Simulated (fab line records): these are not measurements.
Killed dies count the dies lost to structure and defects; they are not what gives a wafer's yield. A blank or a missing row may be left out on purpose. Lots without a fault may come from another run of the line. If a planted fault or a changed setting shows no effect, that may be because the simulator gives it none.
8D (eight disciplines) problem report, filled in by code / flow n5 finfet / the parts of the form that need people (team, actions taken, sign-off) are left out

1. WHAT IS WRONG
Mean M6_ILD_THK at N5_BEOL_M6_THK_MEAS_01: 137.8 nm over 2 wafers in 2 lots; fault-free wafers: 155.1 nm, standard deviation 2.7. That puts it -6.4 standard deviations away from the usual mean.
First observed at day 10 09:05: wafer L236.4, on film metro-01. The record has a number at this step for 29 wafers belonging to 11 lots. By rule, "out" or "out of limits" means more than 4 standard deviations away from the usual mean. Any other wafer with a number is counted as sound.

2. WHAT THIS IS AND IS NOT
question=which readings at this step | is=M6_ILD_THK | is not=-
question=which lots | is=L236, L241 | is not=L231, L232, L233, L235, L242, L249, L250, L251, L253
question=which wafers of those lots | is=L236.4, L241.1 | is not=L236.5, L241.5
question=read on which gauges | is=film metro-01 | is not=film metro-02
question=when | is=from day 10 09:05 | is not=up to then (12 sound wafers); but 15 sound wafers of L241, L242, L249, L250, L251, L253 came after

3. THE SUSPECTS, EACH WITH WHAT RULES IT OUT
Counting: any tool at a process step up to the reading remains a suspect provided it ran every lot that is out. Sound lots after the first of them don't rule it out here, since some wafers of a struck lot are sound.
- the gauge at N5_BEOL_M6_THK_MEAS_01: kept. All the wafers that are out were read on film metro-01, and no step on other tools shows them out.
- ald metal-02 at N5_BEOL_M5_ALD_86 (deposits TaN, pulse time 2 s, purge time 3 s, co reactant purge time 2 s): kept. Every lot that is out went through it, the first being L236 (day 10 01:56); the last sound lot it ran before that was L235 (day 9 10:54).
- pecvd-01 at N5_BEOL_M6_ILD_DEP_00 (deposits SiCOH lowk from DEMS/porogen, target thk 179.75 nm, time 33.4 s): kept. Every lot that is out went through it, the first being L236 (day 10 08:18); the last sound lot it ran before that was L235 (day 9 17:05).
- Within pecvd-01 at N5_BEOL_M6_ILD_DEP_00: the wafers that are out ran in chambers 0, 1; their sound lot-mates ran in chamber 2.
ald metal-02 at N5_BEOL_M5_ALD_86, pecvd-01 at N5_BEOL_M6_ILD_DEP_00 and film metro-01 at N5_BEOL_M6_THK_MEAS_01 are what is left after counting.

4. THE CAUSE (what the simulator had put in)
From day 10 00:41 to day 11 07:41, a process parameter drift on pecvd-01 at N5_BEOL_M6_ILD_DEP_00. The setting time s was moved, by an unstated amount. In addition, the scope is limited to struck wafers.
3 suspects survive the count, and this tool is in that group.

5. SEQUENCE OF EFFECTS, ordered by route
One row per reading whose mean, taken over the struck wafers that have a number, lies over 3 standard deviations from the usual. Scope: only readings with a usual standard deviation given in the record; hours: median across lots of the time from each lot's start at the first step in this table that gives one to its start at this step; sigmas: change in usual standard deviations.
hours=0; step=N5_BEOL_M6_THK_MEAS_01; reading=M6_ILD_THK; usual=155.1 nm; on struck wafers=137.8; change=-17.2; sigmas=-6.4
Readings that are blank on the struck wafers while sound wafers have them: susceptor temp C at N5_BEOL_M6_ILD_DEP_00.

6. WHAT WOULD HAVE CAUGHT IT SOONER
The first out-of-limits reading at a measuring or inspecting step in this record came at day 10 09:05, 8 hours after the fault's start at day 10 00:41.
Of the lots that are out (2), L241 began N5_BEOL_M6_ILD_DEP_00 on pecvd-01 after day 10 09:05. Putting the tool on hold at that point would have spared it.
